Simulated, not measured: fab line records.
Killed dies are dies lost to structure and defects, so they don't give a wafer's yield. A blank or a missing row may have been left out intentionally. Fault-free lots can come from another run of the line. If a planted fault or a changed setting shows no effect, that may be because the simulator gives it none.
The tool behind it: which one? | flow n5Finfet | Sampling: 10 lots, 30 wafers, 7 of 1938 route steps

== WHAT THE GAUGES READ, wafer by wafer ==
N5_ZERO_LAYER_INSPECT_20: inspects for defects (darkfield). Usual: 43 for rawDefectCount, sd 20.
lot  | measured    | on               | rawDefectCount | flag
L626 | day 2 01:49 | defectInspect-02 | 49 37 45       | 
L628 | day 2 13:32 | defectInspect-02 | 44 17 24       | 
L631 | day 3 07:23 | defectInspect-02 | 43 78 54       | 
L633 | day 3 19:23 | defectInspect-02 | 18 516 459     | OFF
L641 | day 5 19:23 | defectInspect-02 | 70 61 99       | 
L642 | day 6 01:20 | defectInspect-01 | 52 34 75       | 
L644 | day 6 13:18 | defectInspect-02 | 41 42 26       | 
L645 | day 6 19:17 | defectInspect-02 | 73 39 35       | 
L646 | day 7 01:26 | defectInspect-02 | 55 38 51       | 
L647 | day 7 07:23 | defectInspect-02 | 41 32 44       | 

N5_WELL_APT_CD_MEAS_08: the cd target is 200 nm. Usual: 200.0 nm for cdNm, sd 1.3.
lot  | measured    | on       | cdNm (nm)         | flag
L626 | day 2 02:07 | cdSem-03 | 200.8 200.6 198.4 | 
L628 | day 2 13:50 | cdSem-03 | 202.0 202.2 200.1 | 
L631 | day 3 07:49 | cdSem-03 | 200.1 201.0 200.6 | 
L633 | day 3 19:49 | cdSem-02 | 202.2 202.1 201.1 | 
L641 | day 5 19:49 | cdSem-03 | 199.1 198.2 198.8 | 
L642 | day 6 01:46 | cdSem-03 | 202.8 199.9 201.4 | 
L644 | day 6 13:43 | cdSem-02 | 199.5 201.0 201.8 | 
L645 | day 6 19:43 | cdSem-01 | 200.3 199.0 198.4 | 
L646 | day 7 01:52 | cdSem-02 | 200.1 199.9 199.2 | 
L647 | day 7 07:41 | cdSem-01 | 200.6 200.3 200.2 | 

N5_WELL_APT_INSPECT_10: inspects for defects (macro). Usual: 2.0 for rawDefectCount, sd 1.5.
lot  | measured    | on               | rawDefectCount | flag
L626 | day 2 02:10 | defectInspect-02 | 3 3 2          | 
L628 | day 2 13:53 | defectInspect-02 | 3 2 2          | 
L631 | day 3 07:52 | defectInspect-02 | 1 1 5          | 
L633 | day 3 19:52 | defectInspect-01 | 1 >300 >300    | 
L641 | day 5 19:52 | defectInspect-01 | 0 3 3          | 
L642 | day 6 01:50 | defectInspect-01 | 1 1 4          | 
L644 | day 6 13:47 | defectInspect-02 | 2 3 0          | 
L645 | day 6 19:46 | defectInspect-01 | 2 1 0          | 
L646 | day 7 01:55 | defectInspect-02 | 1 0 1          | 
L647 | day 7 07:44 | defectInspect-01 | 6 5 2          | 

N5_WELL_APT_INSPECT_38: inspects for defects (darkfield). Usual: 13 for rawDefectCount, sd 5.
lot  | measured    | on               | rawDefectCount | flag
L626 | day 2 06:13 | defectInspect-02 | 14 14 10       | 
L628 | day 2 17:21 | defectInspect-02 | 7 9 12         | 
L631 | day 3 10:46 | defectInspect-01 | 11 12 7        | 
L633 | day 4 02:04 | defectInspect-02 | 20 485 467     | OFF
L641 | day 5 22:49 | defectInspect-01 | 12 15 6        | 
L642 | day 6 04:52 | defectInspect-02 | 12 19 8        | 
L644 | day 6 17:08 | defectInspect-01 | 6 8 11         | 
L645 | day 6 23:40 | defectInspect-02 | 10 11 10       | 
L646 | day 7 05:02 | defectInspect-01 | 21 16 20       | 
L647 | day 7 10:37 | defectInspect-01 | 18 15 14       | 

N5_PMOS_HMC_CHANNEL_EPI_OVL_MEAS_10. Usual: PMOS_HMC_BLK_OVL gives -0.4 nm (standard deviation 0.75).
lot  | measured    | on         | PMOS_HMC_BLK_OVL (nm) | flag
L626 | day 2 06:42 | overlay-01 | 0.0 0.0 0.3           | 
L628 | day 2 17:50 | overlay-02 | -0.8 0.4 -0.8         | 
L631 | day 3 11:14 | overlay-02 | -0.2 -0.5 0.6         | 
L633 | day 4 02:34 | overlay-01 | -2.3 -1.1 -2.4        | 
L641 | day 5 23:10 | overlay-01 | -0.3 -0.4 -1.6        | 
L642 | day 6 05:13 | overlay-01 | -0.7 -0.1 -0.9        | 
L644 | day 6 17:38 | overlay-02 | 0.0 -0.4 -0.7         | 
L645 | day 7 00:00 | overlay-02 | -0.7 -1.1 -1.4        | 
L646 | day 7 05:31 | overlay-01 | -1.8 -0.4 -1.0        | 
L647 | day 7 10:58 | overlay-02 | -1.1 -1.6 -0.8        | 

== WHAT TOOL EACH LOT RAN ON (gives the tool, then ch and the chambers of the sampled wafers, and finally the start) ==
lot  | N5_ZERO_LAYER_ETCH_17            | N5_WELL_APT_DESCUM_13
L626 | rieDiel-01 ch 0,2, day 2 01:02   | rieDiel-05 ch 1,2, day 2 02:26
L628 | rieDiel-02 ch 0,2,3, day 2 12:56 | rieDiel-05 ch 0,3, day 2 13:59
L631 | rieDiel-06 ch 2,3, day 3 06:50   | rieDiel-03 ch 0,2, day 3 07:53
L633 | rieDiel-02 ch 0,3, day 3 18:51   | rieDiel-05 ch 0,2,3, day 3 20:07
L641 | rieDiel-01 ch 0,1, day 5 18:52   | rieDiel-05 ch 0,1,2, day 5 20:00
L642 | rieDiel-06 ch 1,2,3, day 6 00:49 | rieDiel-04 ch 0,1,3, day 6 01:52
L644 | rieDiel-01 ch 1,2,3, day 6 12:44 | rieDiel-04 ch 0,1, day 6 13:55
L645 | rieDiel-02 ch 2,3, day 6 18:44   | rieDiel-04 ch 0,2,3, day 6 19:48
L646 | rieDiel-01 ch 0,1,3, day 7 00:53 | rieDiel-04 ch 0,3, day 7 02:04
L647 | rieDiel-01 ch 2,3, day 7 06:51   | rieDiel-05 ch 0,2, day 7 07:47
- N5_ZERO_LAYER_ETCH_17: etches SiO2 in CF4, target depth 12 nm, time 13.3 s.
- N5_WELL_APT_DESCUM_13: chemistry O2, time 7.9 s.

== WHAT THE TOOLS THEMSELVES READ (means of the sampled wafers that have a number; where no wafer has one, the mark that the record gives instead) ==
N5_ZERO_LAYER_ETCH_17. Usual: drypumpMotorCurrentA 5.7 A, standard deviation 0.49; oesProductAu 0.79 a.u., standard deviation 0.096; rfVppV 948 V, standard deviation 4.2; showerheadPlenumPTorr 2.14 Torr, standard deviation 0.065; throttleValvePct 15.55 %, standard deviation 0.22.
lot  | tool       | drypumpMotorCurrentA (A) | oesProductAu (a.u.) | rfVppV (V) | showerheadPlenumPTorr (Torr) | throttleValvePct (%) | flag
L626 | rieDiel-01 | 5.2                      | 0.85                | 949        | 2.15                         | 15.45                | 
L628 | rieDiel-02 | 5.8                      | 0.72                | 950        | 2.16                         | 15.75                | 
L631 | rieDiel-06 | 5.7                      | 0.79                | 948        | 2.11                         | 15.37                | 
L633 | rieDiel-02 | 5.8                      | 0.73                | 949        | 2.16                         | 15.66                | 
L641 | rieDiel-01 | 5.7                      | 0.76                | 951        | 2.18                         | 15.63                | 
L642 | rieDiel-06 | 6.1                      | 0.83                | 949        | 2.16                         | 15.43                | 
L644 | rieDiel-01 | 5.1                      | 0.81                | 946        | 2.08                         | 15.37                | 
L645 | rieDiel-02 | 5.7                      | 0.80                | 951        | 2.17                         | 15.63                | 
L646 | rieDiel-01 | 5.4                      | 0.78                | 948        | 2.12                         | 15.53                | 
L647 | rieDiel-01 | 4.8                      | 0.83                | 945        | 2.08                         | 15.39                | 

N5_WELL_APT_DESCUM_13. Usual: drypumpMotorCurrentA 5.8 A, standard deviation 0.33; o2FlowSccm 224.9 sccm, standard deviation 0.74; oesProductAu 0.79 a.u., standard deviation 0.095; rfVppV 243.6 V, standard deviation 1.3; showerheadPlenumPTorr 2.12 Torr, standard deviation 0.074; throttleValvePct 20.44 %, standard deviation 0.25.
lot  | tool       | drypumpMotorCurrentA (A) | o2FlowSccm (sccm) | oesProductAu (a.u.) | rfVppV (V) | showerheadPlenumPTorr (Torr) | throttleValvePct (%) | flag
L626 | rieDiel-05 | 5.5                      | 225.1             | 0.71                | 243.9      | 2.16                         | 20.56                | 
L628 | rieDiel-05 | 5.7                      | 224.8             | 0.77                | 242.1      | 2.00                         | 20.38                | 
L631 | rieDiel-03 | 5.8                      | 225.2             | 0.88                | 244.5      | 2.22                         | 20.27                | 
L633 | rieDiel-05 | 5.6                      | 224.8             | 0.94                | 243.9      | 2.14                         | 20.21                | 
L641 | rieDiel-05 | 5.6                      | 225.1             | 0.84                | 244.8      | 2.18                         | 20.28                | 
L642 | rieDiel-04 | 6.3                      | 225.6             | 0.72                | 244.7      | 2.14                         | 20.63                | 
L644 | rieDiel-04 | 6.4                      | 225.4             | 0.71                | 244.4      | 2.16                         | 20.65                | 
L645 | rieDiel-04 | 6.2                      | 224.5             | 0.75                | 243.0      | 2.11                         | 20.65                | 
L646 | rieDiel-04 | 6.2                      | 224.5             | 0.73                | 243.1      | 2.14                         | 20.60                | 
L647 | rieDiel-05 | 5.6                      | 224.2             | 0.87                | 245.2      | 2.19                         | 20.16                | 

== THE ANSWER, worked out from the rows above alone ==
Rule: lot off if the mean of its wafers having a number is beyond 3 standard deviations from the usual mean. Also off: a lot with no number at a reading for which 4 or more lots have one. All remaining lots with rows at the step are treated as sound. After the gauges, taken in route order, come the tools' own readings; for these a lot's mean is taken, as printed above. At the first step where some lot is off, the reading lying furthest off is the one used; lots without a number count as furthest.
Off: L633 (N5_ZERO_LAYER_INSPECT_20, rawDefectCount).
A tool fits if, at a process step before that reading, it ran every lot that is off, and no sound lot after the first of them. The gauges at N5_ZERO_LAYER_INSPECT_20 are tried like those tools. None of those tried fits.

== WHAT WAS PUT IN BY THE SIMULATOR ==
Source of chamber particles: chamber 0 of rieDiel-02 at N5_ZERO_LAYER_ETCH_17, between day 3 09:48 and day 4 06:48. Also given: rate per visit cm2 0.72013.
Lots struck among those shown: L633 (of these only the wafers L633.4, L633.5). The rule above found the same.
